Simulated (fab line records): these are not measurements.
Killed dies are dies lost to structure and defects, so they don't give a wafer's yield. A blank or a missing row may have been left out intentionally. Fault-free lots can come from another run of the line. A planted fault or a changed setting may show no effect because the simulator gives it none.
Tool commonality check -- flow n5_finfet -- Sampled: 13 lots, 35 wafers

== REASON FOR OPENING ==
At N5_SDB_OVL_MEAS_12 the reading SDB_OVL is flagged on 2 of 13 lots. No-fault wafers: 0.4 nm, standard deviation 0.82.
Rule: a lot is flagged in two cases, either no wafer of it has a number, or all its wafers with numbers fall more than 4 standard deviations from that mean. The other lots count as sound.

lot,measured,on,"SDB_OVL (nm), wafer by wafer",flag
L417,day 3 21:25,overlay-02,-0.3 0.2 0.2,
L418,day 3 23:50,overlay-01,1.9 1.6 1.3,
L419,day 4 04:50,overlay-01,-0.1 0.1,
L420,day 4 12:38,overlay-02,-0.8 -0.7 -0.1,
L422,day 5 00:00,overlay-01,1.0 1.2,
L423,day 5 05:19,overlay-01,0.0 -0.1 0.4,
L424,day 5 11:42,overlay-01,-0.4 0.6 -0.2,
L429,day 7 02:10,overlay-02,1.4 0.6,
L435,day 8 06:11,overlay-01,6.9 8.1 6.7,FLAGGED
L436,day 8 12:16,overlay-01,6.0 5.8 6.2,FLAGGED
L437,day 8 18:21,overlay-01,-0.3 1.0,
L438,day 9 02:10,overlay-02,0.0 0.7 -1.5,
L439,day 9 05:51,overlay-01,0.1 -0.2 -0.9,
On average the flagged lots' numbers are 6.6 nm, which is +6.2 nm against the usual, or +8 standard deviations.

== TOOL THAT RAN EACH LOT ==
The record holds 2 process steps before the reading, out of a route of 1938 steps. Each cell gives the tool, then ch followed by the chambers the sampled wafers passed through, then the start.
lot,flag,N5_SD_ACTIVATION_RTA_00,N5_SDB_EXPOSE_08
L417,,"rtp_anneal-02 ch 0, day 3 12:28","arfi_scanner-02 ch 0, day 3 21:16"
L418,,"rtp_anneal-01 ch 0, day 3 16:29","arfi_scanner-02 ch 0, day 3 23:41"
L419,,"rtp_anneal-02 ch 0, day 3 21:08","arfi_scanner-01 ch 0, day 4 04:41"
L420,,"rtp_anneal-01 ch 0, day 4 05:06","arfi_scanner-03 ch 0, day 4 12:29"
L422,,"rtp_anneal-01 ch 0, day 4 16:05","arfi_scanner-03 ch 0, day 4 23:50"
L423,,"rtp_anneal-02 ch 0, day 4 19:59","arfi_scanner-01 ch 0, day 5 05:10"
L424,,"rtp_anneal-01 ch 0, day 5 03:17","arfi_scanner-01 ch 0, day 5 11:32"
L429,,"rtp_anneal-02 ch 0, day 6 18:43","arfi_scanner-01 ch 0, day 7 02:01"
L435,FLAGGED,"rtp_anneal-01 ch 0, day 7 22:42","arfi_scanner-01 ch 0, day 8 06:02"
L436,FLAGGED,"rtp_anneal-01 ch 0, day 8 04:31","arfi_scanner-01 ch 0, day 8 12:07"
L437,,"rtp_anneal-02 ch 0, day 8 10:32","arfi_scanner-03 ch 0, day 8 18:12"
L438,,"rtp_anneal-01 ch 0, day 8 18:43","arfi_scanner-03 ch 0, day 9 02:01"
L439,,"rtp_anneal-01 ch 0, day 8 22:21","arfi_scanner-02 ch 0, day 9 05:42"
What is done by these steps:
- N5_SD_ACTIVATION_RTA_00: time 0 s.
- N5_SDB_EXPOSE_08: exposes mask SDB.
- N5_SDB_OVL_MEAS_12

== FLAGGED OVER TOTAL, TOOL BY TOOL (the gauges that took the reading come last) ==
step,tool,lots run,flagged,share of the flagged lots,sound lots run after its first flagged lot
N5_SD_ACTIVATION_RTA_00,rtp_anneal-01,8,2,all,"2 (L438,L439)"
N5_SD_ACTIVATION_RTA_00,rtp_anneal-02,5,0,none,-
N5_SDB_EXPOSE_08,arfi_scanner-01,6,2,all,0
N5_SDB_EXPOSE_08,arfi_scanner-02,3,0,none,-
N5_SDB_EXPOSE_08,arfi_scanner-03,4,0,none,-
N5_SDB_OVL_MEAS_12,overlay-01,9,2,all,"2 (L437,L439)"
N5_SDB_OVL_MEAS_12,overlay-02,4,0,none,-

== THE TABLE: WHAT IT ALLOWS ==
All flagged lots were run by 3 table rows, namely rtp_anneal-01 at N5_SD_ACTIVATION_RTA_00, arfi_scanner-01 at N5_SDB_EXPOSE_08, overlay-01 at N5_SDB_OVL_MEAS_12.
- rtp_anneal-01 at N5_SD_ACTIVATION_RTA_00: 2 of its 8 lots flagged. Sound lots followed the first flagged one (L438, L439) on it, something a lasting fault affecting the whole tool could not allow.
- arfi_scanner-01 at N5_SDB_EXPOSE_08: 2 of its 6 lots flagged. Its last sound lot is L429 (day 7 02:01), its first flagged lot L435 (day 8 06:02): a fault that began between those two fits.
- overlay-01 at N5_SDB_OVL_MEAS_12: 2 of its 9 lots flagged. Sound lots followed the first flagged one (L437, L439) on it, something a lasting fault affecting the whole tool could not allow.
Just one tool remains: arfi_scanner-01 at N5_SDB_EXPOSE_08.

== WHAT WAS PUT IN BY THE SIMULATOR ==
Scanner matching overlay: arfi_scanner-01, from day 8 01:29 on, at N5_SDB_EXPOSE_08. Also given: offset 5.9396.
Shown lots that were struck: L435, L436. The rule above reached the same finding.
